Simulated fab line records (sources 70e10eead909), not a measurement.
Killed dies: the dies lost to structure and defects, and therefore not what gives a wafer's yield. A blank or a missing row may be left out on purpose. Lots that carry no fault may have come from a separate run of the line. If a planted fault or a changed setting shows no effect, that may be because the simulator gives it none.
Which tool is to blame?	flow nand harc	72 wafers from 24 lots sampled at 6 of the route's 1302 steps

## WHAT THE GAUGES READ, wafer by wafer
NHARC_A_SGD_CUT_INSPECT_25. Usual: raw defect count at 385, with a standard deviation of 67.
lot	measured	on	raw defect count	flag
L074	day 18 18:28	defect inspect-02	273 295 313	
L075	day 19 13:42	defect inspect-01	509 484 351	
L076	day 20 05:58	defect inspect-01	339 406 341	
L077	day 20 06:04	defect inspect-02	385 364 376	
L078	day 20 23:47	defect inspect-01	451 377 311	
L079	day 21 11:36	defect inspect-02	382 462 575	
L080	day 22 10:13	defect inspect-01	426 356 441	
L081	day 22 10:01	defect inspect-01	337 354 457	
L082	day 22 10:01	defect inspect-02	408 431 433	
L083	day 23 17:58	defect inspect-02	305 457 326	
L085	day 23 18:00	defect inspect-01	374 378 356	
L084	day 24 08:43	defect inspect-01	356 299 391	
L086	day 24 14:59	defect inspect-02	500 407 401	
L088	day 25 16:20	defect inspect-01	406 312 353	
L087	day 25 16:16	defect inspect-01	389 369 375	
L090	day 25 19:40	defect inspect-01	376 353 413	
L089	day 25 16:18	defect inspect-02	443 474 421	
L091	day 26 17:04	defect inspect-01	397 290 324	
L093	day 27 09:09	defect inspect-02	401 423 407	
L092	day 27 09:13	defect inspect-02	399 372 314	
L094	day 27 09:13	defect inspect-01	400 386 446	
L095	day 27 20:53	defect inspect-02	414 294 297	
L097	day 28 15:36	defect inspect-02	495 358 391	
L096	day 28 15:37	defect inspect-01	362 265 307	

## EACH LOT AND THE TOOL THAT RAN IT (in order: tool; ch and the chambers of the sampled wafers; start)
lot	NHARC_A_STAIRCASE_HM_OPEN_463	NHARC_A_STAIRCASE_STRIP_316	NHARC_A_STAIRCASE_CMP_472	NHARC_A_SGD_CUT_ETCH_15	NHARC_A_SGD_CUT_ETCHBACK_24
L074	rie diel-01 ch 0,1,2, day 18 10:42 or earlier	rie diel-01 ch 0,1,3, day 18 10:42 or earlier	cmp-04 ch 1,2,3, day 18 10:42	rie diel-04 ch 1,2,3, day 18 18:13 or earlier	rie diel-04 ch 1,2,3, day 18 18:13
L075	rie diel-06 ch 0,2,3, day 19 05:49 or earlier	rie diel-06 ch 0,1,2, day 19 05:49 or earlier	cmp-03 ch 2,3, day 19 05:49	rie diel-04 ch 0,1, day 19 13:23 or earlier	rie diel-09 ch 2,3, day 19 13:23
L076	rie diel-06 ch 1,3, day 19 22:08 or earlier	rie diel-06 ch 0,3, day 19 22:08 or earlier	cmp-04 ch 0,1, day 19 22:08	rie diel-10 ch 0,1, day 20 05:44 or earlier	rie diel-09 ch 1,2,3, day 20 05:44
L077	rie diel-06 ch 1,2,3, day 19 22:14 or earlier	rie diel-06 ch 0,2,3, day 19 22:14 or earlier	cmp-01 ch 0,1,2, day 19 22:14	rie diel-04 ch 0,1,3, day 20 05:47 or earlier	rie diel-10 ch 0,3, day 20 05:47
L078	rie diel-06 ch 0,2,3, day 20 15:43 or earlier	rie diel-06 ch 1,2, day 20 15:43 or earlier	cmp-01 ch 1,3, day 20 15:43	rie diel-04 ch 0,1,2, day 20 23:33 or earlier	rie diel-10 ch 0,3, day 20 23:33
L079	rie diel-12 ch 1,2, day 21 03:49 or earlier	rie diel-12 ch 0,3, day 21 03:49 or earlier	cmp-01 ch 0,1,2, day 21 03:49	rie diel-10 ch 0,2,3, day 21 11:22 or earlier	rie diel-04 ch 2,3, day 21 11:22
L080	rie diel-12 ch 1,3, day 22 01:52 or earlier	rie diel-12 ch 1,2, day 22 01:52 or earlier	cmp-01 ch 2,3, day 22 01:52	rie diel-04 ch 0,1, day 22 09:56 or earlier	rie diel-09 ch 2,3, day 22 09:56
L081	rie diel-06 ch 0,1, day 22 00:14 or earlier	rie diel-06 ch 1,2, day 22 00:14 or earlier	cmp-03 ch 0,1,2, day 22 00:14	rie diel-10 ch 1,3, day 22 09:46 or earlier	rie diel-04 ch 0,3, day 22 09:46
L082	rie diel-12 ch 0,2,3, day 22 00:32 or earlier	rie diel-12 ch 0,1, day 22 00:32 or earlier	cmp-03 ch 1,2,3, day 22 00:32	rie diel-04 ch 0,1,2, day 22 09:46 or earlier	rie diel-10 ch 0,2, day 22 09:46
L083	rie diel-06 ch 0,2,3, day 23 09:31 or earlier	rie diel-06 ch 0,1,2, day 23 09:31 or earlier	cmp-04 ch 1,3, day 23 09:31	rie diel-09 ch 0,2,3, day 23 17:44 or earlier	rie diel-10 ch 0,1,3, day 23 17:44
L085	rie diel-12 ch 0,1,3, day 23 08:26 or earlier	rie diel-12 ch 0,2,3, day 23 08:26 or earlier	cmp-04 ch 0,1,2, day 23 08:26	rie diel-10 ch 0,1,2, day 23 17:43 or earlier	rie diel-04 ch 0,2,3, day 23 17:43
L084	rie diel-01 ch 1,2,3, day 23 20:14 or earlier	rie diel-01 ch 1,2,3, day 23 20:14 or earlier	cmp-04 ch 1,2,3, day 23 20:14	rie diel-10 ch 2,3, day 24 08:29 or earlier	rie diel-04 ch 0,2, day 24 08:29
L086	rie diel-01 ch 1,2, day 24 06:10 or earlier	rie diel-01 ch 0,1,2, day 24 06:10 or earlier	cmp-04 ch 0,2,3, day 24 06:10	rie diel-09 ch 0,2,3, day 24 14:46 or earlier	rie diel-04 ch 0,1, day 24 14:46
L088	rie diel-06 ch 0,1,3, day 25 08:49 or earlier	rie diel-06 ch 0,3, day 25 08:49 or earlier	cmp-03 ch 0,3, day 25 08:49	rie diel-09 ch 0,1,3, day 25 16:06 or earlier	rie diel-10 ch 0,2,3, day 25 16:06
L087	rie diel-06 ch 0,2, day 25 08:56 or earlier	rie diel-06 ch 1,2,3, day 25 08:56 or earlier	cmp-04 ch 1,3, day 25 08:56	rie diel-10 ch 0,2, day 25 16:02 or earlier	rie diel-04 ch 2,3, day 25 16:02
L090	rie diel-12 ch 0,2, day 25 11:49 or earlier	rie diel-12 ch 1,3, day 25 11:49 or earlier	cmp-04 ch 0,2, day 25 11:49	rie diel-09 ch 1,2, day 25 19:25 or earlier	rie diel-09 ch 0,2, day 25 19:25
L089	rie diel-06 ch 1,2,3, day 25 08:31 or earlier	rie diel-06 ch 0,2, day 25 08:31 or earlier	cmp-01 ch 1,2,3, day 25 08:31	rie diel-04 ch 1,2,3, day 25 16:02 or earlier	rie diel-09 ch 0,1, day 25 16:02
L091	rie diel-01 ch 0,1, day 26 09:07 or earlier	rie diel-06 ch 1,2, day 26 09:07 or earlier	cmp-01 ch 0,3, day 26 09:07	rie diel-09 ch 0,2,3, day 26 16:50 or earlier	rie diel-09 ch 1,2, day 26 16:50
L093	rie diel-01 ch 0,1,3, day 27 00:53 or earlier	rie diel-01 ch 0,1,3, day 27 00:53 or earlier	cmp-03 ch 0,2,3, day 27 00:53	rie diel-04 ch 0,2,3, day 27 08:55 or earlier	rie diel-04 ch 1,2,3, day 27 08:55
L092	rie diel-01 ch 0,1,3, day 27 02:06 or earlier	rie diel-01 ch 0,1,2, day 27 02:06 or earlier	cmp-04 ch 1,2,3, day 27 02:06	rie diel-04 ch 0,1,3, day 27 08:58 or earlier	rie diel-09 ch 1,2,3, day 27 08:58
L094	rie diel-01 ch 0,2,3, day 27 01:08 or earlier	rie diel-01 ch 0,1,3, day 27 01:08 or earlier	cmp-04 ch 1,2,3, day 27 01:08	rie diel-09 ch 0,1,2, day 27 08:58 or earlier	rie diel-10 ch 0,2,3, day 27 08:58
L095	rie diel-01 ch 1,2,3, day 27 11:11 or earlier	rie diel-01 ch 2,3, day 27 11:11 or earlier	cmp-04 ch 1,3, day 27 11:11	rie diel-10 ch 0,1,3, day 27 20:36 or earlier	rie diel-10 ch 0,1, day 27 20:36
L097	rie diel-12 ch 0,1,2, day 28 07:29 or earlier	rie diel-12 ch 0,2, day 28 07:29 or earlier	cmp-01 ch 0,3, day 28 07:29	rie diel-04 ch 0,3, day 28 15:23 or earlier	rie diel-10 ch 1,2,3, day 28 15:23
L096	rie diel-12 ch 1,2,3, day 28 07:49 or earlier	rie diel-12 ch 0,1,2, day 28 07:49 or earlier	cmp-01 ch 0,1,3, day 28 07:49	rie diel-09 ch 1,3, day 28 15:25 or earlier	rie diel-09 ch 1,2,3, day 28 15:25
- NHARC_A_STAIRCASE_HM_OPEN_463: chemistry O2/COS.
- NHARC_A_STAIRCASE_STRIP_316: strips in O2.
- NHARC_A_STAIRCASE_CMP_472: polishes SiO2.
- NHARC_A_SGD_CUT_ETCH_15: etches the open film in CH3F/O2, target depth 75 nm, time 64.3 s.
- NHARC_A_SGD_CUT_ETCHBACK_24: etches the open film in CH3F/O2, target depth 50 nm, time 92.857 s.

## WHAT THE TOOLS THEMSELVES READ (means of the sampled wafers that have a number; where no wafer has one, the mark that the record gives instead)
NHARC_A_STAIRCASE_HM_OPEN_463. Usual: drypump motor current A 5.8 A, standard deviation 0.33; oes product au 1.003 a.u., standard deviation 0.012; rf vpp V 468 V, standard deviation 3.5; showerhead plenum p Torr 3.14 Torr, standard deviation 0.16; throttle valve pct 28.330 %, standard deviation 0.0093.
lot	tool	drypump motor current A (A)	oes product au (a.u.)	rf vpp V (V)	showerhead plenum p Torr (Torr)	throttle valve pct (%)	flag
L074	rie diel-01	5.8	1.008	464	3.01	28.329	
L075	rie diel-06	5.5	1.002	467	3.12	28.331	
L076	rie diel-06	5.8	1.006	466	3.09	28.342	
L077	rie diel-06	5.5	1.004	469	3.16	28.331	
L078	rie diel-06	5.5	1.007	467	3.11	28.322	
L079	rie diel-12	5.9	0.997	467	3.14	28.330	
L080	rie diel-12	5.8	1.006	471	3.27	28.331	
L081	rie diel-06	5.7	1.000	465	3.07	28.326	
L082	rie diel-12	6.0	0.999	470	3.23	28.332	
L083	rie diel-06	5.5	1.008	467	3.10	28.326	
L085	rie diel-12	5.8	0.993	471	3.31	28.326	
L084	rie diel-01	5.9	1.004	466	3.05	28.327	
L086	rie diel-01	6.2	1.016	463	2.92	28.323	
L088	rie diel-06	5.7	1.003	465	3.03	28.322	
L087	rie diel-06	5.4	1.016	467	3.10	28.327	
L090	rie diel-12	6.1	1.002	467	3.09	28.339	
L089	rie diel-06	5.5	1.004	467	3.14	28.329	
L091	rie diel-01	5.7	1.003	466	3.06	28.326	
L093	rie diel-01	5.9	1.006	467	3.13	28.332	
L092	rie diel-01	5.9	1.000	468	3.13	28.328	
L094	rie diel-01	5.6	0.996	470	3.27	28.339	
L095	rie diel-01	6.0	1.005	467	3.20	28.336	
L097	rie diel-12	6.0	0.989	468	3.16	28.329	
L096	rie diel-12	5.9	1.008	469	3.17	28.325	

NHARC_A_STAIRCASE_STRIP_316. Usual: drypump motor current A 5.7 A, standard deviation 0.35; oes product au 1.002 a.u., standard deviation 0.012; rf vpp V 57.8 V, standard deviation 0.97; showerhead plenum p Torr 3.55 Torr, standard deviation 0.18; throttle valve pct 17.036 %, standard deviation 0.0094.
lot	tool	drypump motor current A (A)	oes product au (a.u.)	rf vpp V (V)	showerhead plenum p Torr (Torr)	throttle valve pct (%)	flag
L074	rie diel-01	5.9	0.995	58.3	3.56	17.038	
L075	rie diel-06	5.4	1.007	58.1	3.56	17.034	
L076	rie diel-06	5.7	1.006	57.5	3.40	17.041	
L077	rie diel-06	5.5	1.002	58.0	3.52	17.025	
L078	rie diel-06	5.3	1.005	58.1	3.67	17.034	
L079	rie diel-12	5.8	1.006	57.0	3.44	17.033	
L080	rie diel-12	6.1	0.997	56.5	3.47	17.047	
L081	rie diel-06	5.2	1.012	58.0	3.67	17.037	
L082	rie diel-12	5.8	0.988	57.8	3.68	17.038	
L083	rie diel-06	5.4	1.008	57.6	3.55	17.043	
L085	rie diel-12	6.0	1.006	57.5	3.65	17.035	
L084	rie diel-01	6.0	1.000	57.9	3.45	17.041	
L086	rie diel-01	5.8	1.006	58.4	3.38	17.045	
L088	rie diel-06	5.8	1.004	58.0	3.38	17.040	
L087	rie diel-06	5.5	0.997	57.7	3.54	17.036	
L090	rie diel-12	5.8	1.005	58.3	3.73	17.036	
L089	rie diel-06	5.2	1.006	58.5	3.61	17.037	
L091	rie diel-06	5.5	1.001	57.3	3.58	17.044	
L093	rie diel-01	5.9	0.999	58.4	3.53	17.031	
L092	rie diel-01	5.8	1.001	58.4	3.55	17.035	
L094	rie diel-01	5.9	1.002	57.1	3.53	17.035	
L095	rie diel-01	5.8	0.997	57.8	3.76	17.039	
L097	rie diel-12	6.0	0.988	58.4	3.61	17.034	
L096	rie diel-12	6.0	0.993	57.6	3.57	17.035	

NHARC_A_STAIRCASE_CMP_472. Usual: motor current A at 11.8 A, with a standard deviation of 1.3.
lot	tool	motor current A (A)	flag
L074	cmp-04	12.5	
L075	cmp-03	11.9	
L076	cmp-04	12.0	
L077	cmp-01	10.9	
L078	cmp-01	10.6	
L079	cmp-01	11.1	
L080	cmp-01	10.8	
L081	cmp-03	11.4	
L082	cmp-03	11.6	
L083	cmp-04	13.7	
L085	cmp-04	11.2	
L084	cmp-04	12.1	
L086	cmp-04	12.6	
L088	cmp-03	12.3	
L087	cmp-04	12.9	
L090	cmp-04	11.5	
L089	cmp-01	11.1	
L091	cmp-01	10.8	
L093	cmp-03	12.1	
L092	cmp-04	12.7	
L094	cmp-04	12.4	
L095	cmp-04	13.7	
L097	cmp-01	10.6	
L096	cmp-01	10.7	

NHARC_A_SGD_CUT_ETCH_15. Usual: drypump motor current A 5.6 A, standard deviation 0.48; oes product au 0.962 a.u., standard deviation 0.019; rf vpp V 264.2 V, standard deviation 1.5; showerhead plenum p Torr 2.48 Torr, standard deviation 0.098; throttle valve pct 20.663 %, standard deviation 0.0077.
lot	tool	drypump motor current A (A)	oes product au (a.u.)	rf vpp V (V)	showerhead plenum p Torr (Torr)	throttle valve pct (%)	flag
L074	rie diel-04	5.6	0.971	265.0	2.51	20.662	
L075	rie diel-04	6.3	0.936	265.0	2.56	20.664	
L076	rie diel-10	5.0	0.933	263.1	2.40	20.657	
L077	rie diel-04	5.8	0.975	265.6	2.56	20.662	
L078	rie diel-04	5.8	0.968	263.7	2.48	20.666	
L079	rie diel-10	5.1	0.940	264.1	2.43	20.660	
L080	rie diel-04	6.0	0.982	264.3	2.53	20.670	
L081	rie diel-10	5.1	0.949	261.9	2.31	20.657	
L082	rie diel-04	5.8	0.973	264.3	2.48	20.660	
L083	rie diel-09	5.9	0.973	264.4	2.53	20.664	
L085	rie diel-10	5.1	0.969	262.8	2.44	20.662	
L084	rie diel-10	5.1	0.961	262.3	2.38	20.665	
L086	rie diel-09	5.9	0.947	264.6	2.53	20.669	
L088	rie diel-09	5.9	0.946	263.5	2.50	20.663	
L087	rie diel-10	5.1	0.963	264.6	2.47	20.661	
L090	rie diel-09	5.8	0.965	264.7	2.51	20.659	
L089	rie diel-04	5.6	0.978	264.5	2.51	20.654	
L091	rie diel-09	5.9	0.945	265.1	2.53	20.666	
L093	rie diel-04	5.4	0.980	264.7	2.48	20.659	
L092	rie diel-04	5.8	0.971	265.0	2.55	20.661	
L094	rie diel-09	5.8	0.976	264.9	2.54	20.668	
L095	rie diel-10	5.1	0.969	262.8	2.35	20.662	
L097	rie diel-04	5.4	0.972	265.5	2.55	20.663	
L096	rie diel-09	6.0	0.951	264.0	2.46	20.669	

NHARC_A_SGD_CUT_ETCHBACK_24. Usual: drypump motor current A 5.5 A, standard deviation 0.45; oes product au 0.97 a.u., standard deviation 0.034; rf vpp V 244.5 V, standard deviation 1.7; showerhead plenum p Torr 2.47 Torr, standard deviation 0.099; throttle valve pct 20.663 %, standard deviation 0.0087.
lot	tool	drypump motor current A (A)	oes product au (a.u.)	rf vpp V (V)	showerhead plenum p Torr (Torr)	throttle valve pct (%)	flag
L074	rie diel-04	5.6	0.93	245.4	2.51	20.656	
L075	rie diel-09	6.0	1.00	245.6	2.54	20.664	
L076	rie diel-09	5.9	0.97	244.4	2.50	20.669	
L077	rie diel-10	5.0	1.00	242.9	2.34	20.654	
L078	rie diel-10	5.0	0.91	242.6	2.34	20.670	
L079	rie diel-04	5.2	1.01	244.4	2.43	20.661	
L080	rie diel-09	6.0	1.00	245.4	2.54	20.656	
L081	rie diel-04	5.4	0.93	245.7	2.56	20.668	
L082	rie diel-10	5.1	1.00	244.3	2.47	20.654	
L083	rie diel-10	5.1	1.00	242.3	2.36	20.666	
L085	rie diel-04	5.4	1.01	245.6	2.48	20.666	
L084	rie diel-04	5.6	0.99	245.1	2.45	20.665	
L086	rie diel-04	6.2	0.98	245.1	2.55	20.670	
L088	rie diel-10	5.1	0.99	244.5	2.43	20.664	
L087	rie diel-04	5.2	1.00	244.6	2.51	20.664	
L090	rie diel-09	5.8	0.98	246.1	2.57	20.661	
L089	rie diel-09	5.7	1.01	246.1	2.51	20.653	
L091	rie diel-09	5.8	0.93	245.2	2.51	20.656	
L093	rie diel-04	5.6	0.93	245.6	2.50	20.663	
L092	rie diel-09	6.0	0.93	244.4	2.50	20.670	
L094	rie diel-10	5.1	1.00	243.5	2.43	20.665	
L095	rie diel-10	5.1	0.94	243.5	2.36	20.663	
L097	rie diel-10	5.1	0.99	243.6	2.39	20.667	
L096	rie diel-09	5.9	0.93	244.8	2.50	20.665	

## THE ANSWER, worked out from the rows above alone
Rule: take the mean of a lot's wafers that have a number; if it is more than 3 standard deviations from the usual mean, the lot is off. A lot without any number at a reading at which 4 lots or more have one is off too. Where the step has rows for the other lots, those lots are counted as sound. Order of review: gauges by route order, followed by the tools' own readings, for which a lot's mean as printed above is used. The first step at which some lot is off is used, and at that step the reading that is off furthest; a lot without a number counts as furthest.
Nothing can be told from this: no lot is off at any reading shown.

## WHAT THE SIMULATOR HAD PUT IN
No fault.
